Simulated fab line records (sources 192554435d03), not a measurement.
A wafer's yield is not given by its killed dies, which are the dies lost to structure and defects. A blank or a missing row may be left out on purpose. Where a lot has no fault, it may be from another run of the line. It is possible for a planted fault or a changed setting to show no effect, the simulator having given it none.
Which of the tools did it?	flow n5-finfet	9 lots, 25 wafers sampled, at 7 steps of a route of 1938

## WHAT THE GAUGES SHOWED, per wafer
N5_BEOL_M1_THK_MEAS_53: measures by xrf. Usual: M1_THK typically reads 39.9 nm, with standard deviation 1.5.
lot	measured	on	M1_THK (nm)	flag
L877	day 6 09:21	film-metro-01	39.6 41.8 42.2	
L878	day 7 01:51	film-metro-02	41.1 38.9 40.2	
L879	day 7 06:46	film-metro-01	39.4 40.2 40.2	
L882	day 7 17:02	film-metro-01	41.4 155.3 40.4	OFF
L884	day 8 11:05	film-metro-02	147.9 149.8	OFF
L887	day 8 23:30	film-metro-01	171.4 152.5	OFF
L895	day 11 03:10	film-metro-01	38.6 38.0 40.2	
L898	day 11 12:56	film-metro-02	42.2 43.2 43.3	
L899	day 11 23:05	film-metro-02	38.5 39.4 40.3	

N5_BEOL_M1_INSPECT_59: inspects for defects (darkfield). Usual: raw-defect-count reads 67 (standard deviation 19).
lot	measured	on	raw-defect-count	flag
L877	day 6 09:38	defect-inspect-01	77 68 74	
L878	day 7 02:08	defect-inspect-02	37 88 56	
L879	day 7 07:03	defect-inspect-01	52 67 56	
L882	day 7 17:20	defect-inspect-02	122 1580 85	OFF
L884	day 8 11:24	defect-inspect-02	1528 1538	OFF
L887	day 8 23:53	defect-inspect-01	1590 1585	OFF
L895	day 11 03:28	defect-inspect-02	95 48 64	
L898	day 11 13:16	defect-inspect-02	67 58 62	
L899	day 11 23:22	defect-inspect-02	62 49 60	

N5_BEOL_M4_RC_MEAS_101. Usual: DIBL_N 36.3 mV/V, standard deviation 1.2; DIBL_P 36.1 mV/V, standard deviation 1.6; IOFF_N 0.161 nA/um, standard deviation 0.023; IOFF_P 0.209 nA/um, standard deviation 0.027; ION_N 676 uA/um, standard deviation 8.9; ION_P 462 uA/um, standard deviation 5.3; SS_N 71.5 mV/dec, standard deviation 0.51; SS_P 73.2 mV/dec, standard deviation 0.5; VT_N 249.1 mV, standard deviation 2.5; VT_P -249.9 mV, standard deviation 2.8.
lot	measured	on	DIBL_N (mV/V)	DIBL_P (mV/V)	IOFF_N (nA/um)	IOFF_P (nA/um)	ION_N (uA/um)	ION_P (uA/um)	SS_N (mV/dec)	SS_P (mV/dec)	VT_N (mV)	VT_P (mV)	flag
L877	day 7 12:20	prober-02	36.5 35.7 34.8	36.8 35.0 33.1	0.164 0.142 0.129	0.203 0.183 0.157	671 672 667	460 457 451	71.8 70.8 71.7	72.7 73.3 73.5	246.1 247.2 250.9	-251.8 -253.2 -255.5	
L878	day 8 08:17	prober-01	36.1 35.8 37.7	35.6 36.2 38.1	0.155 0.145 0.185	0.203 0.211 0.249	683 671 689	462 461 471	71.5 70.9 71.6	72.9 72.7 73.9	248.2 248.5 246.0	-249.9 -250.4 -247.5	
L879	day 8 12:03	prober-01	36.8 37.7 36.8	35.5 35.8 34.7	0.161 0.174 0.162	0.221 0.220 0.213	675 674 664	463 466 460	71.3 71.2 71.5	73.0 73.1 73.5	250.1 250.3 248.5	-248.8 -249.0 -247.3	
L882	day 9 04:35	prober-02	37.6 37.9	36.7 37.3	0.184 0.192	0.262 0.272	682 678	471 465	71.5 71.8	73.2 73.4	245.7 248.0	-246.9 -243.8	
L895	day 12 11:00	prober-02	38.6 36.7 37.9	37.3 34.8 36.1	0.201 0.159 0.188	0.248 0.206 0.235	679 669 688	465 455 474	72.6 71.6 71.8	73.9 73.2 73.5	247.0 250.7 248.7	-248.7 -250.7 -246.2	
L898	day 12 20:45	prober-02	34.3 35.8 36.0	35.7 36.9 37.6	0.117 0.135 0.138	0.192 0.214 0.222	663 666 673	461 463 467	71.9 71.0 71.6	72.9 73.7 73.1	254.1 254.6 254.9	-252.3 -249.9 -250.0	
L899	day 13 06:17	prober-01	35.6 36.1 36.0	36.5 37.8 37.2	0.161 0.182 0.166	0.215 0.238 0.222	666 681 677	461 461 462	71.9 71.8 72.7	73.0 73.9 73.7	249.0 246.7 248.1	-250.2 -247.1 -251.9	

## WHAT TOOL EACH LOT RAN ON (gives the tool, then ch and the chambers of the sampled wafers, and finally the start)
lot	N5_BEOL_M1_SPUTTER_79	N5_BEOL_M1_ANNEAL_80	N5_BEOL_M1_ANNEAL_51	N5_BEOL_M1_CMP_52
L877	pvd-sputter-03, day 6 07:01	pvd-sputter-03, day 6 07:06	rtp-anneal-01 ch 0, day 6 08:51	cmp-02 ch 2,3, day 6 09:04
L878	pvd-sputter-03, day 6 23:31	pvd-sputter-03, day 6 23:36	rtp-anneal-01 ch 0, day 7 01:18	cmp-03 ch 1,3, day 7 01:34
L879	pvd-sputter-01, day 7 04:22	pvd-sputter-01, day 7 04:26	rtp-anneal-01 ch 0, day 7 06:08	cmp-02 ch 2,3, day 7 06:28
L882	pvd-sputter-03, day 7 14:25	pvd-sputter-03, day 7 14:29	rtp-anneal-02 ch 0, day 7 16:12	cmp-02 ch 1,2,3, day 7 16:47
L884	pvd-sputter-03, day 8 08:35	pvd-sputter-03, day 8 08:40	rtp-anneal-01 ch 0, day 8 10:32	cmp-02 ch 1,3, day 8 10:47
L887	pvd-sputter-03, day 8 21:10	pvd-sputter-03, day 8 21:15	rtp-anneal-02 ch 0, day 8 22:57	cmp-02 ch 1,2, day 8 23:12
L895	pvd-sputter-01, day 11 00:36	pvd-sputter-01, day 11 00:41	rtp-anneal-02 ch 0, day 11 02:40	cmp-01 ch 1,2,3, day 11 02:59
L898	pvd-sputter-03, day 11 09:14	pvd-sputter-03, day 11 09:19	rtp-anneal-02 ch 0, day 11 12:23	cmp-02 ch 0,3, day 11 12:38
L899	pvd-sputter-01, day 11 20:29	pvd-sputter-01, day 11 20:34	rtp-anneal-01 ch 0, day 11 22:30	cmp-02 ch 0,2,3, day 11 22:50
- N5_BEOL_M1_SPUTTER_79: material Cu, target thk 4.5 nm, time 8.29 s.
- N5_BEOL_M1_ANNEAL_80: time 240 s.
- N5_BEOL_M1_ANNEAL_51: time 90 s.
- N5_BEOL_M1_CMP_52: polishes, stops on SiOC, t overpolish 6.8 s, target thk 40 nm.

## AS READ BY THE TOOLS THEMSELVES (means over the sampled wafers that have a number; for cases with no such wafer, the mark the record gives instead)
N5_BEOL_M1_SPUTTER_79. Usual: chuck-gas-flow-sccm 1.26 sccm, standard deviation 0.05; throttle-valve-pct 29.9 %, standard deviation 1.3.
lot	tool	chuck-gas-flow-sccm (sccm)	throttle-valve-pct (%)	flag
L877	pvd-sputter-03	1.28	30.6	
L878	pvd-sputter-03	1.32	30.4	
L879	pvd-sputter-01	1.27	29.2	
L882	pvd-sputter-03	1.26	31.3	
L884	pvd-sputter-03	1.30	30.8	
L887	pvd-sputter-03	1.23	30.8	
L895	pvd-sputter-01	1.23	28.0	
L898	pvd-sputter-03	1.24	31.1	
L899	pvd-sputter-01	1.20	30.2	

N5_BEOL_M1_ANNEAL_80. Usual: heater-power-w 808 W, standard deviation 84; susceptor_temp_C_max 401.0, standard deviation 0.37.
lot	tool	heater-power-w (W)	susceptor_temp_C_max	flag
L877	pvd-sputter-03	838	401.2	
L878	pvd-sputter-03	795	401.2	
L879	pvd-sputter-01	921	401.5	
L882	pvd-sputter-03	838	401.1	
L884	pvd-sputter-03	772	401.4	
L887	pvd-sputter-03	786	401.2	
L895	pvd-sputter-01	853	401.0	
L898	pvd-sputter-03	807	401.3	
L899	pvd-sputter-01	936	401.0	

N5_BEOL_M1_ANNEAL_51. Usual: wafer_temp_C_max reads 225.71 (standard deviation 0.29).
lot	tool	wafer_temp_C_max	flag
L877	rtp-anneal-01	225.59	
L878	rtp-anneal-01	225.65	
L879	rtp-anneal-01	225.40	
L882	rtp-anneal-02	225.89	
L884	rtp-anneal-01	225.52	
L887	rtp-anneal-02	225.72	
L895	rtp-anneal-02	225.88	
L898	rtp-anneal-02	225.97	
L899	rtp-anneal-01	225.40	

N5_BEOL_M1_CMP_52. Usual: barrier-field-endpoint-s 24.6 s, standard deviation 0.56; motor-current-A 6.3 A, standard deviation 0.6; overpolish-run-s 6.801 s, standard deviation 0.0091; time-to-endpoint-s 63.4 s, standard deviation 2.4.
lot	tool	barrier-field-endpoint-s (s)	motor-current-A (A)	overpolish-run-s (s)	time-to-endpoint-s (s)	flag
L877	cmp-02	24.6	5.7	6.793	60.1	
L878	cmp-03	24.3	6.2	6.792	62.4	
L879	cmp-02	24.1	5.7	6.790	61.5	
L882	cmp-02	30.5	6.1	4.547	71.3	OFF
L884	cmp-02	41.1	6.1	0.044	81.4	OFF
L887	cmp-02	41.1	5.8	0.042	81.4	OFF
L895	cmp-01	24.3	6.7	6.803	62.9	
L898	cmp-02	24.8	6.4	6.792	65.6	
L899	cmp-02	25.0	6.0	6.793	66.1	

## THE ANSWER, worked out from the rows above alone
Rule: a lot is off if the mean of its wafers that have a number lies more than 3 standard deviations from the usual mean. Also off: a lot with no number at a reading for which 4 or more lots have one. All remaining lots with rows at the step are treated as sound. After the gauges, taken in route order, come the tools' own readings; for these a lot's mean is taken, as printed above. The first step at which some lot is off is used, and at that step the reading that is off furthest; a lot without a number counts as furthest.
Off: L882, L884, L887, seen at N5_BEOL_M1_THK_MEAS_53 (M1_THK).
If a tool, at a process step before that reading, ran all the lots that are off and no sound lot after the first of them, it fits. Not tried: the gauges at N5_BEOL_M1_THK_MEAS_53; whatever is off there is also off at N5_BEOL_M1_INSPECT_59, on other tools, and gauge error can't account for it. Not one of the candidates tried fits.

## WHAT THE SIMULATOR HAD INSERTED
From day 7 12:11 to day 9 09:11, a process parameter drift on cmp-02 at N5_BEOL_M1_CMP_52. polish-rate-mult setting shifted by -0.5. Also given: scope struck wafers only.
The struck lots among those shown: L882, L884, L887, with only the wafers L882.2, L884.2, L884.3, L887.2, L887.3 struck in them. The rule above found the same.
